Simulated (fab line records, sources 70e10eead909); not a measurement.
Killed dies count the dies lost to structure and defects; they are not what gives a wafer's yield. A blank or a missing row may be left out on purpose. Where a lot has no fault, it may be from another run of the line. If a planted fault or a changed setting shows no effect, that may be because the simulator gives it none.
Comparing a struck lot with a sound one || flow nand_harc || 14 steps out of a route of 1302
Sound: these wafers, L867.1, L867.4, L867.6. Wafers struck: L871.1, L871.2, L871.5. The cause comes at the end.
At each step with rows: each side's tool, then ch and its chambers, then its first start. Under that, the readings that differ: sound wafers || struck wafers || difference of the means || sigmas: that difference in standard deviations of wafers without a fault.
alike: readings with means less than 2 such deviations apart, plus words and numbers identical on both sides. not compared: withheld readings, readings lacking a value on some wafer, bounds such as >300 that could conceal the same value, and numbers that have no deviation in the record and whose values overlap.
A row with sigmas, a row that says differs or no value, or rows on one side alone: a step with any of these is where the two part. Non-overlapping numbers with no deviation appear without sigmas and do not part them. Lack of a reading on every wafer of one side parts them only where that side has two or more wafers.

NHARC_P_BONDPAD_ACTIVATE_29: chemistry N2, time 60 s.
  sound on rie_diel-06 ch 1,3, day 8 05:43; struck on rie_diel-10 ch 0,2, day 10 07:08
  alike: drypump_motor_current_A, oes_product_au, rf_vpp_V, showerhead_plenum_p_Torr
  not compared: rf_hours_counter_h
then, 2 steps without rows for these wafers: NHARC_P_BONDPAD_PRECLEAN_30 (cleans in DIW, time 300 s); NHARC_P_BONDPAD_SRD_31 (time 30 s, dry time 20 s).
NHARC_A_START_INSPECT_01:
  sound on defect_inspect-01, day 8 06:08; struck on defect_inspect-01, day 10 07:32
  alike: raw_defect_count
then, 8 steps without rows for these wafers: NHARC_A_ZERO_WELL_PRECLEAN_00 (cleans in SPM, time 600 s); NHARC_A_ZERO_WELL_SRD_01; NHARC_A_ZERO_WELL_DEHYDRATE_02 (time 120 s); NHARC_A_ZERO_WELL_HMDS_03 (time 30 s); NHARC_A_ZERO_WELL_COAT_18 (time 65 s); NHARC_A_ZERO_WELL_COAT_04 (resist thk 600 nm); NHARC_A_ZERO_WELL_SOFTBAKE_05 (time 70 s); NHARC_A_ZERO_WELL_EBR_06.
NHARC_A_ZERO_WELL_EXPOSE_07: exposes mask A ZERO.
  struck on krf_scanner-04, day 10 08:06; sound on krf_scanner-04 ch 0, day 8 06:46
  no value came back on the struck wafers for exposure_dose_mJ_cm2, focus_offset_nm (nm), na, reticle_temp_C (C); on the sound wafers exposure_dose_mJ_cm2 reads 33.79 33.84 33.79
  alike: mask
then, 1 step without rows for these wafers: NHARC_A_ZERO_WELL_PEB_08 (peb time 80 s).

== WHERE THEY PART ==
Only at NHARC_A_ZERO_WELL_EXPOSE_07, as far as this record shows.

WHY: what had been put in by the simulator
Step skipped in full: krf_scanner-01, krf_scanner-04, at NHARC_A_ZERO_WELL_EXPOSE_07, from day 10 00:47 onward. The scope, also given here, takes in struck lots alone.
